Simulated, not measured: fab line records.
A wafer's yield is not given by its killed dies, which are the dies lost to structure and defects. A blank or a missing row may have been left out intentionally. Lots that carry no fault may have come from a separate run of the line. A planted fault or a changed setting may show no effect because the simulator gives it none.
Which tool was responsible?	flow nand_harc	12 lots (36 wafers sampled), 1 step of a 1302-step route

== WHAT THE GAUGES READ, wafer by wafer ==
NHARC_P_M0_OVL_MEAS_10: pitch 180 nm.
lot	measured	on	overlay_x_nm (nm)
L076	day 7 00:37	overlay-01	-0.4 -1.0 -0.2
L077	day 7 07:09	overlay-02	-0.3 0.2 -0.2
L079	day 8 03:13	overlay-02	-0.2 -0.8 -0.4
L081	day 8 22:15	overlay-02	-0.9 -0.3 -0.6
L083	day 9 18:01	overlay-01	-0.6 -0.9 -1.1
L085	day 10 12:10	overlay-02	0.0 0.1 -0.1
L087	day 11 10:04	overlay-01	0.4 -0.3 0.0
L089	day 12 04:44	overlay-02	0.5 0.5 -0.3
L091	day 12 20:07	overlay-02	1.3 0.6 0.2
L093	day 14 05:16	overlay-02	0.7 0.7 0.3
L095	day 14 23:40	overlay-02	0.3 1.1 0.9
L097	day 15 17:23	overlay-01	-0.1 -0.3 -0.1

== TOOL THAT RAN EACH LOT (tool first, then ch and the chambers of the sampled wafers, then the start) ==
Record: no process step prior to these readings.

== THE ANSWER, worked out from the rows above alone ==
Rule: usual is defined by the lots themselves. Put in order of their means at a reading, lots are off if they are a third of the lots or fewer, leave a main group of 4 or more, and stand apart from it by a gap of 3 or more times the standard deviation of the main group's means; of several such gaps the widest counts. Not used: any main group whose means are identical at the precision the tables above print for the reading. A lot without any number at a reading at which 4 lots or more have one is off too. Where the step has rows for the other lots, those lots are counted as sound.
No lot is off on any of the readings shown, so nothing can be concluded from this.

== WHAT HAD BEEN PUT IN BY THE SIMULATOR ==
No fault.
